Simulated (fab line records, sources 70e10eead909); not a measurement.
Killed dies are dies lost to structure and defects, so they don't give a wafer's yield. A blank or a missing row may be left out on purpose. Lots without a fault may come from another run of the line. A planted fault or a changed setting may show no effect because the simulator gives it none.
Chamber matching | flow nand_harc | NHARC_A_WL_FILL_ALD_19 on ald_metal-03: 4 sister chambers
The step deposits TiN, target thk 2 nm, pulse time 3 s, ald cycles 100. 14 wafers are shown with their chamber, then 7 later ones without.

WAFERS WITH THEIR CHAMBER
wafer  | chamber | heater_power_w (W) | precursor_pulse_height_rel
L078.2 | 1       | 1141               | 1.021
L078.3 | 3       | 1222               | 1.014
L078.6 | 1       | 1125               | 0.967
L079.1 | 2       | 1100               | 1.028
L079.2 | 0       | 1049               | 1.017
L079.3 | 3       | 1224               | 0.986
L090.2 | 2       | 1131               | 1.045
L090.4 | 0       | 1074               | 1.000
L090.6 | 1       | 1133               | 0.964
L093.1 | 1       | 1108               | 0.994
L093.2 | 0       | 1042               | 0.985
L093.5 | 0       | 1047               | 0.978
L095.1 | 3       | 1235               | 1.033
L095.2 | 0       | 1026               | 1.008

SIGNATURES (means of the wafers above)
reading                    | chamber 0 | chamber 1 | chamber 2 | chamber 3 | scatter within a chamber
heater_power_w             | 1047.60   | 1126.75   | 1115.50   | 1227.00   | 15.4
precursor_pulse_height_rel | 0.99760   | 0.98650   | 1.03650   | 1.01100   | 0.021
Rule: a wafer's distance from a chamber is the root of the sum, over the readings, of the square of ((its reading less the chamber's mean) divided by the reading's scatter). The wafer belongs to the nearest chamber; if the next one is less than 2 further off, it can't be placed. The scatter: the root of (the sum of the squares of (reading less its chamber's mean) over the shown wafers, divided by (wafers less chambers)).

WAFERS WITHOUT THEIR CHAMBER
wafer  | heater_power_w (W) | precursor_pulse_height_rel
L095.3 | 1112               | 1.002
L097.1 | 1049               | 0.980
L097.2 | 1066               | 1.014
L097.3 | 1147               | 0.995
L097.4 | 1253               | 1.011
L097.5 | 1118               | 0.996
L097.6 | 1097               | 0.955

WHICH CHAMBER EACH WENT THROUGH
wafer  | from the rows above          | in truth
L095.3 | can't be placed: 1 or 2      | 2
L097.1 | 0                            | 0
L097.2 | can't be placed: 0 or 2      | 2
L097.3 | can't be placed: 1 or 2      | 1
L097.4 | 3                            | 3
L097.5 | can't be placed: 1 or 2      | 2
L097.6 | can't be placed: 1 or 0 or 2 | 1
Placed correctly: 2 of 7. Can't be placed from these rows: 5 (the true chamber is among the candidates in 5). Placed wrongly: 0.
